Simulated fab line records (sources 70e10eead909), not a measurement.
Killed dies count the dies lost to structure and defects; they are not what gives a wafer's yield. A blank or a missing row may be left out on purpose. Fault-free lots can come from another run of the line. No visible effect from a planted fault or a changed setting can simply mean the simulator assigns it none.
Matching of chambers -- flow nand-harc -- rie-diel-01 running NHARC_A_CHANNEL_HOLE_D1_ETCH_38: 4 sister chambers
The step etches the open film in CF4, target depth 39 nm, time 65 s. 7 wafers are shown with their chamber, then 8 later ones without.

## WAFERS PAIRED WITH THEIR CHAMBERS
wafer,chamber,oes-product-au (a.u.),rf-fwd-power-W (W)
L104.4,0,1.004,298.3
L111.2,3,0.996,298.7
L111.4,2,0.996,297.5
L121.2,2,0.994,297.8
L121.3,1,1.003,297.6
L121.6,1,1.000,299.6
L122.2,3,0.989,297.5

## WAFERS WHOSE CHAMBER IS MISSING
wafer,oes-product-au (a.u.),rf-fwd-power-W (W)
L122.3,0.985,297.9
L122.6,0.984,297.7
L124.3,1.006,298.6
L124.4,1.012,297.1
L124.5,1.004,298.7
L126.3,1.009,298.3
L126.5,1.003,297.9
L126.6,1.010,296.5

## CHAMBER TAKEN BY EACH
wafer,from the rows above,in truth
L122.3,can't be placed: 3 or 2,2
L122.6,can't be placed: 3 or 2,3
L124.3,can't be placed: 0 or 1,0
L124.4,can't be placed: 0 or 1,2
L124.5,can't be placed: 0 or 1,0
L126.3,can't be placed: 0 or 1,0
L126.5,can't be placed: 0 or 1 or 2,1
L126.6,can't be placed: 0 or 1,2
0 of 8 placed correctly. Can't be placed from these rows: 8 (the true chamber is among the candidates in 6). 0 placed wrongly.
How it was worked out, from the rows above alone: a wafer's distance from a chamber is the root of the sum, over the readings, of the square of ((its reading less the chamber's mean) divided by the reading's scatter). The wafer belongs to the nearest chamber; if the next one is less than 2 further off, it can't be placed. The mean given for a chamber averages the wafers shown for that chamber. The scatter: the root of (the sum of the squares of (reading less its chamber's mean) over the shown wafers, divided by (wafers less chambers)).
